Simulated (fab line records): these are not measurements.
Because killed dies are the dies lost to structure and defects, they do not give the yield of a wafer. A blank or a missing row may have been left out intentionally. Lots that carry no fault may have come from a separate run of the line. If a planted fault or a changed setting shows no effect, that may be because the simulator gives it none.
Comparing a struck lot with a sound one ; flow n5Finfet ; 22 out of 1938 route steps
Sound: wafers L582.3, L582.4, L582.6. Struck: wafers L591.1, L591.5. The cause is given at the end.
For every step that has rows: the tool of each side, followed by ch and its chambers, followed by its first start. Under that, the readings that differ: sound wafers ; struck wafers ; difference of the means ; sigmas: that difference in standard deviations of wafers without a fault.
alike: words and numbers the same on both sides, and readings whose means are apart by under 2 such deviations; not compared: readings that were withheld, readings missing a value for some wafer, numbers with overlapping values and no deviation given by the record, and bounds like >300 which may hide the same value.
A row with sigmas, a row that says differs or no value, or rows on one side alone: a step with any of these is where the two part. When numbers do not overlap yet have no deviation, they are printed without sigmas and do not part them. A reading that every wafer of one side lacks parts them only if that side has two wafers or more.

first, 1 step without rows for these wafers: N5_HKMG_FIN_IL_REGROW_00 (material SiO2, chemistry O3, target thk 0.75 nm, time 30 s).
N5_HKMG_FIN_HK_ALD_01: deposits HfO2, target thk 1.6 nm, pulse time 3 s, purge time 3 s.
  sound on aldHk-03 ch 0,2, day 4 17:01; struck on aldHk-01 ch 0,1, day 7 02:11
  alike: precursorPulseHeightRel
  not compared: sinceWetCleanH
N5_HKMG_FIN_HK_ANNEAL_02: time 30 s.
  sound on rtpAnneal-01 ch 0, day 4 17:16; struck on rtpAnneal-02 ch 0, day 7 02:37
reading;sound;struck;difference;sigmas
lamp_zone_4_pct (%);8.803 8.793 8.796;8.781 8.770;-0.022;-2
  alike: lampPowerPct, lamp_zone_1_pct, lamp_zone_2_pct, wafer_temp_C_max
N5_HKMG_FIN_ALD_74: deposits La2O3, target thk 0.5 nm, pulse time 6 s, co reactant pulse time 1 s.
  sound on aldHk-02 ch 1,2, day 4 17:25; struck on aldHk-02 ch 0,2, day 7 02:50
  alike: heaterPowerW, precursorPulseHeightRel
  not compared: sinceWetCleanH
then, 8 steps without rows for these wafers: N5_HKMG_FIN_ALD_75 (deposits Al2O3, target thk 1 nm, co reactant pulse time 1 s); N5_HKMG_FIN_COAT_41 (time 60 s, resist thk 300 nm); N5_HKMG_FIN_COAT_42 (time 60 s, resist thk 35 nm); N5_HKMG_FIN_COAT_43 (resist thk 90 nm); N5_HKMG_FIN_EBR_45; N5_HKMG_FIN_SOFTBAKE_44 (time 60 s); N5_HKMG_FIN_EXPOSE_46 (exposes mask NDIPOLE); N5_HKMG_FIN_PEB_47 (peb time 60 s).
N5_HKMG_FIN_DEVELOP_48: develop time 30 s.
  sound on lithoTrack-03 ch 0, day 4 17:55; struck on lithoTrack-01 ch 0, day 7 03:19
N5_HKMG_FIN_CD_MEAS_49: the cd target is 202 nm.
  sound on cdSem-03 ch 0, day 4 17:58; struck on cdSem-03 ch 0, day 7 03:23
reading;sound;struck;difference;sigmas
cdNm (nm);201.8 203.0 202.5;200.6 200.7;-1.8;-3
N5_HKMG_FIN_OVL_MEAS_50:
  sound on overlay-01 ch 0, day 4 18:00; struck on overlay-02 ch 0, day 7 03:25
  alike: NDIPOLE_OVL
N5_HKMG_FIN_INSPECT_61: inspects for defects (macro).
  sound on defectInspect-02 at day 4 18:01; struck on defectInspect-02 at day 7 03:26
  alike: rawDefectCount
N5_HKMG_FIN_DESCUM_53: chemistry O2, time 7.9 s.
  sound on rieDiel-01 ch 0,2,3, day 4 18:03; struck on rieDiel-05 ch 1,3, day 7 03:28
  alike: biasPowerW, drypumpMotorCurrentA, oesProductAu, rfFwdPowerW, rfVppV, showerheadPlenumPTorr, throttleValvePct
  not compared: rfHoursCounterH
N5_HKMG_FIN_ETCH_54: etches SiARC in CF4, target depth 45.5 nm, time 75.8 s.
  sound on rieDiel-01 ch 0,2,3, day 4 18:05; struck on rieDiel-05 ch 1,3, day 7 03:31
  alike: drypumpMotorCurrentA, etchRfOnTimeS, oesProductAu, rfFwdPowerW, rfVppV, showerheadPlenumPTorr, throttleValvePct
  not compared: rfHoursCounterH
N5_HKMG_FIN_ETCH_55: etches SOC in N2/H2, target depth 240 nm, time 300 s.
  sound on rieDiel-01 ch 0,2,3, day 4 18:08; struck on rieDiel-05 ch 1,3, day 7 03:34
reading;sound;struck;difference;sigmas
model.HKMG_FIN.cdOffsetNm (nm);0.2 0.8 0.4;-1.2 -1;-1.6;
  alike: drypumpMotorCurrentA, oesProductAu, rfFwdPowerW, rfVppV, showerheadPlenumPTorr, throttleValvePct
  not compared: rfHoursCounterH
then, 1 step without rows for these wafers: N5_HKMG_FIN_STRIP_56 (strips in N2/H2).
-- the record jumps here: 4 days lie between the struck wafers' starts before and after (it left off in module HKMG_FIN and takes up again in module BEOL_M4, whose first step shown is number 1111 of the route) --
N5_BEOL_M4_RC_MEAS_101:
  sound on prober-02 ch 0, day 8 13:30; struck on prober-02 ch 0, day 11 00:00
reading;sound;struck;difference;sigmas
ION_N (uA/um);682 680 677;656 663;-20;-2
  alike: DIBL_N, DIBL_P, IOFF_N, IOFF_P, ION_P, SS_N, SS_P, VT_N, VT_P
then, 1 step without rows for these wafers: N5_PASSIVATION_PROBE_49.

## WHERE THEY PART
Earliest at N5_HKMG_FIN_HK_ANNEAL_02; latest, in this record, at N5_BEOL_M4_RC_MEAS_101.

WHY: the cause the simulator had injected
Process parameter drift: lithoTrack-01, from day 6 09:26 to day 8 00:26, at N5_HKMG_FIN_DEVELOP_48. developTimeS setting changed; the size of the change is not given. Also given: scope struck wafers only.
